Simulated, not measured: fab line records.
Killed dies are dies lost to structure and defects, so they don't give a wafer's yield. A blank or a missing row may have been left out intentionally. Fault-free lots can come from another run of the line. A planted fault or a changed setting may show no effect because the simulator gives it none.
Split-lot trial || flow n5-finfet || route with 1938 steps; 7 lots, 21 wafers read

THE SPLIT ITSELF
At N5_DUMMY_GATE_EXPOSE_12 (exposes mask GATE, target cd 25 nm), the setting dose-mj was moved away from the recipe's 34 on 2 of the 21 wafers read, by -7.2% to -2.7%. All remaining wafers had this setting at the recipe value.

FROM THE SPLIT TO THE READING: what the file shows between them, 2 steps
- N5_DUMMY_GATE_PEB_13: peb time 60 s
- N5_DUMMY_GATE_DEVELOP_14: develop time 30 s

THE READING
cd-nm, in nm, at N5_DUMMY_GATE_CD_MEAS_15 (target cd 25.8 nm). On this fab line, fault-free wafers typically give 25.02 nm with a standard deviation of 0.25 nm.

{"wafer": "L077.2", "tool, chamber at the split": "euv-scanner-02, 0", "dose-mj as run": 34, "against the recipe": "recipe", "cd-nm, nm": 25.42, "against lot-mates on the recipe": "-"}
{"wafer": "L077.3", "tool, chamber at the split": "euv-scanner-02, 0", "dose-mj as run": 34, "against the recipe": "recipe", "cd-nm, nm": 25.29, "against lot-mates on the recipe": "-"}
{"wafer": "L077.5", "tool, chamber at the split": "euv-scanner-02, 0", "dose-mj as run": 34, "against the recipe": "recipe", "cd-nm, nm": 25.33, "against lot-mates on the recipe": "-"}
{"wafer": "L078.2", "tool, chamber at the split": "euv-scanner-01, 0", "dose-mj as run": 34, "against the recipe": "recipe", "cd-nm, nm": 25.06, "against lot-mates on the recipe": "-"}
{"wafer": "L078.3", "tool, chamber at the split": "euv-scanner-01, 0", "dose-mj as run": 34, "against the recipe": "recipe", "cd-nm, nm": 25.16, "against lot-mates on the recipe": "-"}
{"wafer": "L078.5", "tool, chamber at the split": "euv-scanner-01, 0", "dose-mj as run": 34, "against the recipe": "recipe", "cd-nm, nm": 24.58, "against lot-mates on the recipe": "-"}
{"wafer": "L079.3", "tool, chamber at the split": "euv-scanner-02, 0", "dose-mj as run": 34, "against the recipe": "recipe", "cd-nm, nm": 25.23, "against lot-mates on the recipe": "-"}
{"wafer": "L079.4", "tool, chamber at the split": "euv-scanner-02, 0", "dose-mj as run": 34, "against the recipe": "recipe", "cd-nm, nm": 24.90, "against lot-mates on the recipe": "-"}
{"wafer": "L079.6", "tool, chamber at the split": "euv-scanner-02, 0", "dose-mj as run": 34, "against the recipe": "recipe", "cd-nm, nm": 25.18, "against lot-mates on the recipe": "-"}
{"wafer": "L080.2", "tool, chamber at the split": "euv-scanner-02, 0", "dose-mj as run": 34, "against the recipe": "recipe", "cd-nm, nm": 25.15, "against lot-mates on the recipe": "-"}
{"wafer": "L080.3", "tool, chamber at the split": "euv-scanner-02, 0", "dose-mj as run": 34, "against the recipe": "recipe", "cd-nm, nm": 25.24, "against lot-mates on the recipe": "-"}
{"wafer": "L080.4", "tool, chamber at the split": "euv-scanner-02, 0", "dose-mj as run": 34, "against the recipe": "recipe", "cd-nm, nm": 25.02, "against lot-mates on the recipe": "-"}
{"wafer": "L086.1", "tool, chamber at the split": "euv-scanner-01, 0", "dose-mj as run": 34, "against the recipe": "recipe", "cd-nm, nm": 24.72, "against lot-mates on the recipe": "-"}
{"wafer": "L086.2", "tool, chamber at the split": "euv-scanner-01, 0", "dose-mj as run": 34, "against the recipe": "recipe", "cd-nm, nm": 25.22, "against lot-mates on the recipe": "-"}
{"wafer": "L086.3", "tool, chamber at the split": "euv-scanner-01, 0", "dose-mj as run": 31.55, "against the recipe": "-7.2%", "cd-nm, nm": 26.38, "against lot-mates on the recipe": "+1.41"}
{"wafer": "L090.3", "tool, chamber at the split": "euv-scanner-02, 0", "dose-mj as run": 34, "against the recipe": "recipe", "cd-nm, nm": 25.24, "against lot-mates on the recipe": "-"}
{"wafer": "L090.5", "tool, chamber at the split": "euv-scanner-02, 0", "dose-mj as run": 34, "against the recipe": "recipe", "cd-nm, nm": 25.23, "against lot-mates on the recipe": "-"}
{"wafer": "L090.6", "tool, chamber at the split": "euv-scanner-02, 0", "dose-mj as run": 34, "against the recipe": "recipe", "cd-nm, nm": 25.27, "against lot-mates on the recipe": "-"}
{"wafer": "L091.1", "tool, chamber at the split": "euv-scanner-02, 0", "dose-mj as run": 33.07, "against the recipe": "-2.7%", "cd-nm, nm": 25.83, "against lot-mates on the recipe": "+0.72"}
{"wafer": "L091.4", "tool, chamber at the split": "euv-scanner-02, 0", "dose-mj as run": 34, "against the recipe": "recipe", "cd-nm, nm": 25.00, "against lot-mates on the recipe": "-"}
{"wafer": "L091.6", "tool, chamber at the split": "euv-scanner-02, 0", "dose-mj as run": 34, "against the recipe": "recipe", "cd-nm, nm": 25.21, "against lot-mates on the recipe": "-"}

FIT RESULTS
A straight line over all 21 wafers: cd-nm changes by -0.183 nm for each +1% of dose-mj; r = -0.83; the points scatter about the line by 0.21 nm.
The same after taking each lot's own level away (the mean of its wafers on the recipe; 21 wafers): -0.204 nm for each +1%; r = -0.91; scatter 0.16 nm.
According to that fit, moving dose-mj by its largest amount changes the reading by 1.5 nm.
Across the lots, their own levels run from 24.933 to 25.347 nm, a range of 1.7 times the standard deviation given above.
Hence the slope depends on the lot-to-lot level, as the two fits are not the same.
Check: for one of the wafers moved furthest among these (-7.2%), held out of the fit, the line's prediction against its lot-mates is +1.91 nm. It came out at +1.41 nm against them.

FURTHER SPLITS ON THESE WAFERS
These wafers also went through other splits before the reading. Each is held against what the fit with the lots' levels taken away leaves over:
{"other split on the same wafers": "N5_FIN_CUT_COAT_19 spin-rpm", "wafers away from the commonest value": 10, "r with cd-nm (lot level and that fit taken away)": -0.20}
{"other split on the same wafers": "N5_DUMMY_GATE_COAT_28 spin-rpm", "wafers away from the commonest value": 6, "r with cd-nm (lot level and that fit taken away)": "+0.23"}

THE FILE'S OWN FIT
cd-nm changes by -0.205 nm for each +1% of dose-mj, r = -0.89.
